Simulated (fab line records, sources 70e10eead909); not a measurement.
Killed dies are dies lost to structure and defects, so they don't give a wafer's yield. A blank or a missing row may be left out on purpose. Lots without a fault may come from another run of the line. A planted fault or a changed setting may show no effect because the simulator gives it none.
A struck lot beside a sound one | flow nand_harc | 14 steps out of a route of 1159
Sound: wafers L772.3, L772.5, L772.6. Struck: wafer L774.5. (L774.6 of the same lot was not struck and is left out.) The cause comes at the end.
At each step with rows: each side's tool, then ch and its chambers, then its first start. Under that, the readings that differ: sound wafers | struck wafers | difference of the means | sigmas: that difference in standard deviations of wafers without a fault.
alike: readings whose means differ by less than 2 such deviations, and words and numbers that are the same on both sides. not compared: withheld readings, readings that some wafer has no value for, bounds like >300 that may hide the same value, and numbers for which the record gives no deviation and whose values overlap.
The two part at a step that has a row with sigmas, a row that says differs or no value, or rows on one side only. Numbers that don't overlap but have no deviation are shown without sigmas and don't part them. A reading that every wafer of one side lacks parts them only if that side has two wafers or more.

first, 9 steps without rows for these wafers: NHARC_A_STAIRCASE_DEHYDRATE_176 (time 120 s); NHARC_A_STAIRCASE_HMDS_177 (time 30 s); NHARC_A_STAIRCASE_COAT_178; NHARC_A_STAIRCASE_SOFTBAKE_179 (time 170 s); NHARC_A_STAIRCASE_EBR_180; NHARC_A_STAIRCASE_EXPOSE_181 (exposes mask STAIR 2); NHARC_A_STAIRCASE_PEB_182 (peb time 130 s); NHARC_A_STAIRCASE_DEVELOP_183 (time 140 s); NHARC_A_STAIRCASE_HARDBAKE_185 (time 140 s).
NHARC_A_STAIRCASE_DESCUM_186: chemistry O2, time 3 s.
  sound on rie_diel-03 ch 1,2, day 15 01:51; struck on rie_diel-11 ch 1, day 15 13:47
  alike: drypump_motor_current_A, oes_product_au, rf_vpp_V, showerhead_plenum_p_Torr, throttle_valve_pct
  not compared: rf_hours_counter_h
NHARC_A_STAIRCASE_TRIM_187: chemistry O2, time 211.2 s.
  sound on rie_diel-03 ch 1,2, day 15 01:59; struck on rie_diel-11 ch 0, day 15 13:54
  alike: drypump_motor_current_A, oes_product_au, rf_vpp_V, showerhead_plenum_p_Torr, throttle_valve_pct
  not compared: rf_hours_counter_h
NHARC_A_STAIRCASE_ETCH_188: etches the open film in C4F8/O2, target depth 100 nm, time 40.5 s.
  sound on rie_diel-03 ch 0,2,3, day 15 02:08; struck on rie_diel-11 ch 2, day 15 14:02
  reading          | sound          | struck | difference | sigmas
  run_length_s (s) | 61.9 61.7 61.5 | 51.4   | -10.3      | -31
  alike: oes_product_au, rf_vpp_V
  not compared: rf_fwd_power_W, rf_hours_counter_h
NHARC_A_STAIRCASE_TRIM_189: chemistry O2, time 211.2 s.
  sound on rie_diel-03 ch 0,2,3; struck on rie_diel-11 ch 1
  alike: drypump_motor_current_A, oes_product_au, rf_vpp_V, showerhead_plenum_p_Torr, throttle_valve_pct
  not compared: rf_hours_counter_h
-- the record jumps here: 9 days lie between the struck wafers' starts before and after (it left off in module A_STAIRCASE and takes up again in module END, whose first step shown is number 1159 of the route) --
NHARC_END_SORT_01:
  the record has rows for the struck wafers here (prober-02 ch 0, day 24 15:08) and none for the sound ones

WHERE THEY PART
First at NHARC_A_STAIRCASE_ETCH_188; last, within this record, at NHARC_END_SORT_01.

WHY: what the simulator had put in
Process parameter drift: rie_diel-11, from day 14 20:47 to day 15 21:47, at NHARC_A_STAIRCASE_ETCH_188. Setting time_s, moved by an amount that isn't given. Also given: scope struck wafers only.
